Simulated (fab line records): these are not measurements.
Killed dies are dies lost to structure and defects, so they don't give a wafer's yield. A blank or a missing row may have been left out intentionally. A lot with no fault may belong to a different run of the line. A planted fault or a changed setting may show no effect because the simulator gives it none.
A lot that was struck, set against a sound lot    flow n5-finfet    41 out of 1938 route steps
Sound: the wafers L161.1, L161.2, L161.6. Struck: wafers L159.3, L159.5, L159.6. Last of all comes the cause.
For every step that has rows: the tool of each side, followed by ch and its chambers, followed by its first start. Under that, the readings that differ: sound wafers    struck wafers    difference of the means    sigmas: that difference in standard deviations of wafers without a fault.
alike: a reading whose means differ by less than 2 such deviations, as well as words and numbers matching on both sides. not compared: withheld readings; readings where some wafer has no value; bounds like >300 that might hide an equal value; numbers whose values overlap and for which the record gives no deviation.
Wherever a step has rows on one side only, a row that says differs or no value, or a row with sigmas, the two part there. When numbers do not overlap yet have no deviation, they are printed without sigmas and do not part them. A reading that every wafer of one side lacks parts them only if that side has two wafers or more.

first, 12 steps without rows for these wafers: N5_HKMG_FIN_ALD_91 (deposits TiN, target thk 1 nm, pulse time 1 s, purge time 3 s); N5_HKMG_FIN_COAT_85 (time 60 s, resist thk 300 nm); N5_HKMG_FIN_ETCH_86 (etches SOC in N2/H2, stops on TiN, target depth 393.2 nm); N5_HKMG_FIN_STRIP_89 (strips SOC in N2/H2, time 20 s); N5_HKMG_FIN_WET_ETCH_87 (etches TiN in SC1, time 154.2 s, target depth 4.7 nm, rinse time 30 s); N5_HKMG_FIN_STRIP_88 (strips in N2/H2, time 360 s); N5_HKMG_FIN_NWFM_ALD_20 (deposits TiAlC, target thk 2 nm, pulse time 3 s, purge time 2 s); N5_HKMG_FIN_ALD_71 (deposits TiN, target thk 1 nm, pulse time 1 s, purge time 3 s); N5_HKMG_FIN_COAT_66 (time 60 s, resist thk 300 nm); N5_HKMG_FIN_ETCH_67 (etches SOC in N2/H2, stops on TiN, target depth 388.9 nm); N5_HKMG_FIN_STRIP_90 (strips SOC in N2/H2, time 20 s); N5_HKMG_FIN_WET_ETCH_73 (etches the open film in SC1, time 42.3 s, target depth 1.3 nm, rinse time 30 s).
N5_HKMG_FIN_ETCHBACK_68: etches the open film in Cl2/Ar, stops on HfO2, target depth 0.5 nm.
  sound on rie-metal-02 ch 0,1, day 7 19:58; struck on rie-metal-02 ch 0,1, day 7 08:10
  no value came back on the struck wafers for any of 5 readings (bias-w (W), chamber-pressure-mTorr (mTorr) and others); on the sound wafers bias-w (W) reads 60.05 60.18 60.01
  not compared: rf-hours-counter-h
then, 26 steps without rows for these wafers: N5_HKMG_FIN_STRIP_69 (strips in N2/H2, time 360 s); N5_HKMG_FIN_ALD_21 (deposits TiN, target thk 1.5 nm, pulse time 1 s, purge time 3 s); N5_HKMG_FIN_ALD_72 (deposits W, target thk 2 nm, pulse time 1 s, purge time 2 s); N5_HKMG_FIN_W_FILL_22 (material W, target thk 60 nm, time 18.2 s); N5_HKMG_FIN_PRECLEAN_83 (cleans in DIW, time 57.5 s); N5_HKMG_FIN_SRD_84 (dry time 32 s); N5_HKMG_FIN_CMP_23 (polishes, stops on SiNx, t overpolish 10 s, target thk 46.326 nm); N5_HKMG_FIN_CMP_94 (polishes, stops on SiNx, t overpolish 4.7 s, target thk 43.299 nm); N5_GATE_CUT_ETCHBACK_00 (etches W in SF6/Cl2); N5_GATE_CUT_ETCH_56 (etches TiN in Cl2/Ar, target depth 21.6 nm); N5_GATE_CUT_ETCHBACK_30 (etches TiN in Cl2/Ar, target depth 3 nm); N5_GATE_CUT_VAPOR_ETCH_60 (etches HfO2 in BCl3/Cl2); N5_GATE_CUT_ETCH_58 (etches SiNx in CH3F/O2, target depth 17 nm, time 128.6 s); N5_GATE_CUT_STRIP_59 (strips in N2/H2, time 20 s); N5_GATE_CUT_PRECLEAN_31 (cleans in DIW, time 300 s); N5_GATE_CUT_SRD_32 (time 30 s); N5_GATE_CUT_SAC_CAP_01 (material SiNx, target thk 24 nm, pulse time 1 s, ald cycles 480); N5_GATE_CUT_PECVD_57 (deposits SiNx from SiH4/NH3/N2, target thk 21 nm); N5_GATE_CUT_CMP_02 (polishes, stops on SiO2, t overpolish 12.7 s, target thk 0 nm); N5_GATE_CUT_HM_DEP_46 (deposits SiO2 from TEOS/O2, target thk 130 nm, time 26.6 s); N5_GATE_CUT_COAT_34 (time 60 s, resist thk 60 nm); N5_GATE_CUT_COAT_35 (time 60 s, resist thk 10 nm); N5_GATE_CUT_COAT_27 (time 60 s, resist thk 10 nm); N5_GATE_CUT_COAT_07 (resist thk 30 nm); N5_GATE_CUT_EBR_09; N5_GATE_CUT_SOFTBAKE_08 (time 60 s).
-- a jump in the record: the struck wafers' starts before and after are 4 days apart (it breaks off in module GATE_CUT and resumes in module BEOL_M4, where the first step shown is number 1111 of the route) --
N5_BEOL_M4_RC_MEAS_101:
  sound on prober-02 ch 0, day 11 06:42; struck on prober-02 ch 0, day 11 02:20
  alike: DIBL_N, DIBL_P, IOFF_N, IOFF_P, ION_N, ION_P, SS_N, SS_P, VT_N, VT_P
-- record jumps: 4 days separate the struck wafers' starts on either side; left off in module BEOL_M4, taken up again in module PASSIVATION, whose first shown step is the route's number 1936 --
N5_PASSIVATION_PROBE_49:
  the record has rows for the struck wafers here (prober-01, day 15 01:36) and none for the sound ones

## WHERE THEY PART
Earliest at N5_HKMG_FIN_ETCHBACK_68; latest, in this record, at N5_PASSIVATION_PROBE_49.

WHY: what had been put in by the simulator
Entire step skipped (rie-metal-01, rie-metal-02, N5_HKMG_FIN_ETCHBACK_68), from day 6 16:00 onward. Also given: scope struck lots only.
